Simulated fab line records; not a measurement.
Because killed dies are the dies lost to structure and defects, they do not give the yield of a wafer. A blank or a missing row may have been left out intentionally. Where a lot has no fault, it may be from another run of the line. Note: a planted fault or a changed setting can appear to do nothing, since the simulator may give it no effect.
Struck lot and sound lot, side by side + flow n5 finfet + 37 out of 1938 route steps
Sound: wafers L455.1, L455.2, L455.3. Struck: wafer L466.1 (left out: L466.4, a lot-mate that was not struck); the cause follows at the end.
Each step with rows lists, per side, the tool, then ch with its chambers, then its first start. Under that, the readings that differ: sound wafers + struck wafers + difference of the means + sigmas: that difference in standard deviations of wafers without a fault.
alike: readings whose means differ by less than 2 such deviations, and words and numbers that are the same on both sides. not compared: withheld readings, readings that some wafer has no value for, bounds like >300 that may hide the same value, and numbers for which the record gives no deviation and whose values overlap.
Wherever a step has rows on one side only, a row that says differs or no value, or a row with sigmas, the two part there. Numbers that have no deviation but don't overlap get no sigmas and don't part them. A reading that every wafer of one side lacks parts them only if that side has two wafers or more.

first, 9 steps without rows for these wafers: N5_MOL_CONTACT_COAG_COAT_34 (resist thk 40 nm); N5_MOL_CONTACT_COAG_EBR_36; N5_MOL_CONTACT_COAG_SOFTBAKE_35 (time 60 s); N5_MOL_CONTACT_COAG_EXPOSE_37 (exposes mask VD, defocus 0 nm); N5_MOL_CONTACT_COAG_PEB_38 (peb time 60 s); N5_MOL_CONTACT_COAG_DEVELOP_39 (develop time 30 s); N5_MOL_CONTACT_COAG_DESCUM_45 (chemistry O2, time 7 s); N5_MOL_CONTACT_COAG_ETCH_65 (etches underlayer in N2/H2, target depth 13 nm, time 10.4 s); N5_MOL_CONTACT_COAG_ETCH_66 (etches SiARC in CF4, target depth 13 nm, time 21.7 s).
N5_MOL_CONTACT_COAG_ALD_133: deposits SiO2, target thk 5 nm, pulse time 1 s, co reactant pulse time 1 s.
  sound on ald sin-03 ch 0,2,3, day 6 02:40; struck on ald sin-03 ch 0, day 8 19:21
| reading                                            | sound             | struck | difference | sigmas |
|----------------------------------------------------|-------------------|--------|------------|--------|
| ald cycles                                         | 35 35 35          | 61     | +26        |        |
| precursor pulse height rel                         | 0.957 1.005 0.985 | 1.024  | +0.042     | +2     |
| model.SiO2_of_MOL_CONTACT_COAG_ALD_133.thk nm (nm) | 5 5 5             | 8.8    | +3.8       |        |
  alike: heater power w
then, 25 steps without rows for these wafers: N5_MOL_CONTACT_COAG_ETCHBACK_134 (etches SiO2 in CHF3, target depth 10 nm, time 6.7 s); N5_MOL_CONTACT_COAG_ETCH_67 (etches SOC in N2/H2, target depth 60 nm, overetch 21 nm, time 101.2 s); N5_MOL_CONTACT_COAG_STRIP_68 (strips in N2/H2); N5_MOL_CONTACT_COAG_STRIP_69 (strips in N2/H2); N5_MOL_CONTACT_COAG_ETCHBACK_136 (etches SiO2 in CHF3, target depth 25 nm, time 16.7 s); N5_MOL_CONTACT_COAG_STRIP_120 (strips in CHF3); N5_MOL_CONTACT_COAG_VIA_ETCH_117 (etches SiO2 in C4F6/O2, target depth 40 nm, overetch 8 nm, time 26 s); N5_MOL_CONTACT_COAG_ETCH_124 (etches SiNx in CH3F/O2, stops on SiOC, target depth 6.5 nm); N5_MOL_CONTACT_COAG_ETCH_48 (etches SiOC in C4F6/O2, target depth 15 nm, overetch 4.5 nm, time 17 s); N5_MOL_CONTACT_COAG_STRIP_72 (strips in N2/H2); N5_MOL_CONTACT_COAG_STRIP_49 (strips in N2/H2, time 30 s); N5_MOL_CONTACT_COAG_PRECLEAN_138 (cleans in alkaline clean, time 60 s); N5_MOL_CONTACT_COAG_SRD_139 (time 30 s); N5_MOL_CONTACT_COAG_PRE_CLEAN_121; N5_MOL_CONTACT_COAG_CVD_140 (deposits W, target thk 66.5 nm, time 215 s); N5_MOL_CONTACT_COAG_PRECLEAN_127 (cleans in DIW, time 57.5 s); N5_MOL_CONTACT_COAG_SRD_128 (dry time 32 s); N5_MOL_CONTACT_COAG_CMP_52 (polishes, stops on SiO2, t overpolish 1.5 s, target thk 66.5 nm); N5_MOL_CONTACT_COAG_ANNEAL_112 (time 1800 s); N5_BEOL_M0_SAQP_PECVD_00 (deposits SiCN from 3MS/NH3, target thk 8 nm, time 14 s); N5_BEOL_M0_SAQP_ILD_DEP_01 (deposits SiOC from DEMS/O2, target thk 45.419 nm, time 8.7 s); N5_BEOL_M0_SAQP_HM_DEP_02 (deposits TiN, target thk 12 nm); N5_BEOL_M0_SAQP_PECVD_03 (deposits SiCN from 3MS/NH3, target thk 12 nm, time 21.1 s); N5_BEOL_M0_SAQP_PECVD_96 (deposits a-Si from SiH4/He, target thk 45 nm, time 45.2 s); N5_BEOL_M0_SAQP_PECVD_97 (deposits SiNx from SiH4/NH3/N2, target thk 23 nm, time 19.9 s).
N5_BEOL_M4_RC_MEAS_101:
  the record has rows for the sound wafers here (prober-01 ch 0, day 8 19:41) and none for the struck ones
-- the record jumps here: 8 days lie between the struck wafers' starts before and after (it left off in module BEOL_M4 and takes up again in module PASSIVATION, whose first step shown is number 1936 of the route) --
N5_PASSIVATION_PROBE_49:
  only the struck wafers here have rows in the record (prober-02, day 16 10:53); the sound ones have none

== WHERE THEY PART ==
First at N5_MOL_CONTACT_COAG_ALD_133; last, within this record, at N5_PASSIVATION_PROBE_49.

WHY: what had been put in by the simulator
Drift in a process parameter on ald sin-03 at N5_MOL_CONTACT_COAG_ALD_133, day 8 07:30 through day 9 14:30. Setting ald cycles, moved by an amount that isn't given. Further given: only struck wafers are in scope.
